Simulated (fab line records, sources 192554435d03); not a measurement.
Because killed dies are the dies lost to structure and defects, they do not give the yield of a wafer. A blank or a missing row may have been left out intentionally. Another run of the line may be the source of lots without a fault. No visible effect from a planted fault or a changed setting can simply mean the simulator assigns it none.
Matching of chambers + flow n5Finfet + N5_FIN_SAQP_PECVD_47 on pecvd-02: 3 sister chambers
The step deposits a-Si from SiH4/He, target thk 45 nm, time 36.3 s. 6 wafers are shown with their chamber, then 7 later ones without.

## WAFERS PAIRED WITH THEIR CHAMBERS
| wafer  | chamber | showerheadPlenumPTorr (Torr) | heaterPowerW (W) |
|--------|---------|------------------------------|------------------|
| L084.2 | 0       | 5.66                         | 898              |
| L084.4 | 0       | 5.67                         | 898              |
| L086.5 | 2       | 5.70                         | 814              |
| L086.6 | 1       | 5.74                         | 1022             |
| L087.2 | 1       | 5.73                         | 1057             |
| L087.3 | 2       | 5.70                         | 843              |

## WAFERS WITHOUT THEIR CHAMBER
| wafer  | showerheadPlenumPTorr (Torr) | heaterPowerW (W) |
|--------|------------------------------|------------------|
| L087.6 | 5.68                         | 832              |
| L094.2 | 5.72                         | 1018             |
| L094.3 | 5.69                         | 793              |
| L094.5 | 5.69                         | 802              |
| L096.4 | 5.69                         | 919              |
| L096.5 | 5.72                         | 936              |
| L096.6 | 5.70                         | 819              |

## THE CHAMBER EACH PASSED THROUGH
| wafer  | from the rows above     | in truth |
|--------|-------------------------|----------|
| L087.6 | can't be placed: 2 or 0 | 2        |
| L094.2 | 1                       | 1        |
| L094.3 | 2                       | 2        |
| L094.5 | 2                       | 2        |
| L096.4 | can't be placed: 0 or 2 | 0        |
| L096.5 | can't be placed: 1 or 2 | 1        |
| L096.6 | 2                       | 2        |
4 of 7 placed correctly. Cannot be placed on the basis of these rows: 3; the candidates contain the true chamber in 3. Wrongly placed: 0.
How it was worked out, from the rows above alone: a wafer's distance from a chamber is the root of the sum, over the readings, of the square of ((its reading less the chamber's mean) divided by the reading's scatter). The wafer belongs to the nearest chamber; if the next one is less than 2 further off, it can't be placed. The mean given for a chamber averages the wafers shown for that chamber. How the scatter is found: for the shown wafers, subtract from each reading the mean of its chamber, square and add these, divide the total by (wafers less chambers), then take the root.
